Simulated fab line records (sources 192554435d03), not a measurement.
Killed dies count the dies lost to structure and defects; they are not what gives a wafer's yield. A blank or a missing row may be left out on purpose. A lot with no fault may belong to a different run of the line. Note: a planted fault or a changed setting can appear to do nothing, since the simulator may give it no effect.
Problem report in the 8D (eight disciplines) form, filled by code / flow n5Finfet / the parts of the form that need people (team, actions taken, sign-off) are left out

1. PROBLEM STATEMENT
At N5_BEOL_M8_COAT_59, spinSpeedRpm averages 1830.8 rpm over 6 wafers from 2 lots, while fault-free wafers read 1499.9 rpm, standard deviation 0.97. That is +99 or more standard deviations from the usual mean.
The step: time 60 s, resist thk 100 nm.
First observed at day 13 20:07: wafer L590.1, on lithoTrack-04. The record holds 12 wafers of 4 lots with a number at this step. The rule behind "out" and "out of limits": a value lying over 4 standard deviations away from the usual mean. Any other wafer with a number is counted as sound.

2. WHAT IT IS AND WHAT IT IS NOT
question=which readings at this step | is=spinSpeedRpm | is not=-
question=which lots | is=L590, L593 | is not=L581, L595
question=which wafers of those lots | is=all that have a number | is not=-
question=read on which tools | is=lithoTrack-04 | is not=lithoTrack-05
question=when | is=from day 13 20:07 | is not=up to then (3 sound wafers); but 3 sound wafers of L595 came after

3. THE SUSPECTS, EACH WITH WHAT RULES IT OUT
Counting: a tool at any process step up to the reading remains a suspect when it ran all the lots that are out and ran no sound lot after the first of those.
- lithoTrack-04 at N5_BEOL_M8_COAT_59 (time 60 s, resist thk 100 nm): kept. Every lot that is out went through it, starting with L590 (day 13 20:07), and after that it ran no sound lot; the last sound lot it ran before then is L581 (day 11 22:43). On those wafers its own readings are out: spinSpeedRpm.
Remaining after the count: lithoTrack-04 at N5_BEOL_M8_COAT_59.

4. THE CAUSE (what the simulator had put in)
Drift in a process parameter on lithoTrack-04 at N5_BEOL_M8_COAT_59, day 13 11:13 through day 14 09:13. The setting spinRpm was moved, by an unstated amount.
This tool alone remained once counting was done.

5. THE CHAIN OF EFFECTS, in route order
One row per reading whose mean, taken over the struck wafers that have a number, lies over 3 standard deviations from the usual. Readings are gone through only where the record gives a usual standard deviation; hours: the median, over the lots, of the time from a lot's start at the first step in this table giving one to that lot's start at this step; sigmas: the change measured in usual standard deviations.
hours=0; step=N5_BEOL_M8_COAT_59; reading=spinSpeedRpm; usual=1499.9 rpm; on struck wafers=1830.8; change=+330.9; sigmas=+99 or more
Process steps it contains:
- N5_BEOL_M8_COAT_59: time 60 s, resist thk 100 nm.

6. HOW IT WOULD HAVE BEEN CAUGHT EARLIER
First out-of-limits reading in this record: day 13 20:07, which is 9 hours after fault onset at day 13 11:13.
